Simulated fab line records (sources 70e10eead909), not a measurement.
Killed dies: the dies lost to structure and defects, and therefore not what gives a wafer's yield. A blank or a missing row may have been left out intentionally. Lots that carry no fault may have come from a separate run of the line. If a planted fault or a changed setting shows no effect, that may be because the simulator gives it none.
Struck lot and sound lot, side by side / flow nandHarc / 14 out of 1302 route steps
Sound: wafers L133.1, L133.2, L133.6. The struck wafers were L152.3, L152.4, L152.6. The cause is given at the end.
Per side, at each step with rows, come the tool, then ch with its chambers, and then its first start. Under that, the readings that differ: sound wafers / struck wafers / difference of the means / sigmas: that difference in standard deviations of wafers without a fault.
alike: a reading whose means differ by less than 2 such deviations, as well as words and numbers matching on both sides. not compared: withheld readings; readings where some wafer has no value; bounds like >300 that might hide an equal value; numbers whose values overlap and for which the record gives no deviation.
The two part at a step that has a row with sigmas, a row that says differs or no value, or rows on one side only. When numbers do not overlap yet have no deviation, they are printed without sigmas and do not part them. A reading that every wafer of one side lacks parts them only if that side has two wafers or more.

NHARC_A_SOURCE_PLATE_THK_MEAS_09: measures by ellipsometry.
  struck on filmMetro-02, day 15 12:18; sound on filmMetro-01, day 7 10:46
  alike: thkNm
then, 3 steps without rows for these wafers: NHARC_A_SOURCE_PLATE_PVD_04 (deposits WSi2, target thk 50 nm); NHARC_A_SOURCE_PLATE_CVD_03 (deposits poly-Si, target thk 200 nm, time 4000 s); NHARC_A_SOURCE_PLATE_ANNEAL_05 (time 1800 s).
NHARC_A_SOURCE_PLATE_THK_MEAS_06: measures by ellipsometry.
  struck on filmMetro-01, day 16 01:34; sound on filmMetro-02, day 7 23:39
  alike: thkNm
NHARC_A_SOURCE_PLATE_INSPECT_08:
  struck on defectInspect-01, day 16 01:37; sound on defectInspect-01, day 7 23:43
  alike: rawDefectCount
then, no rows for these wafers at 1 step: NHARC_A_ONON_D1_DEP_00 (target thk 1000 nm).
NHARC_A_ONON_D1_THK_MEAS_02: measures by ellipsometry.
  struck on filmMetro-01, day 16 02:11; sound on filmMetro-01, day 8 00:17
reading=thkNm (nm); sound=997 996 996; struck=1013 1012 1014; difference=+17; sigmas=+2
then, no rows for these wafers at 1 step: NHARC_A_ONON_D1_DEP_03 (target thk 1000 nm).
NHARC_A_ONON_D1_THK_MEAS_05: measures by ellipsometry.
  struck on filmMetro-02, day 16 02:46; sound on filmMetro-02, day 8 00:52
  alike: thkNm
NHARC_A_ONON_D1_DEP_06: target thk 1000 nm.
  sound on pecvdOnon-04 ch 0, day 8 00:55; struck on pecvdOnon-03 ch 0, day 16 02:56
NHARC_A_ONON_D1_THK_MEAS_08: measures by ellipsometry.
  struck on filmMetro-02, day 16 03:20; sound on filmMetro-01, day 8 01:26
reading=thkNm (nm); sound=1009 1010 1011; struck=598 598 598; difference=-412; sigmas=-41
then, no rows for these wafers at 1 step: NHARC_A_ONON_D1_DEP_09 (target thk 1000 nm).
-- break in the record here, with 17 days between the starts of the struck wafers on either side (left off in module A_ONON_D1, picked up again in module END, where the first step shown is number 1302 on the route) --
NHARC_END_SORT_01:
  at this point the record logs the struck wafers (prober-01 ch 0, day 32 19:29) and has no rows for the sound ones

WHERE THEY PART
At NHARC_A_ONON_D1_THK_MEAS_02 first; at NHARC_END_SORT_01 last (within this record only).

WHY: what had been put in by the simulator
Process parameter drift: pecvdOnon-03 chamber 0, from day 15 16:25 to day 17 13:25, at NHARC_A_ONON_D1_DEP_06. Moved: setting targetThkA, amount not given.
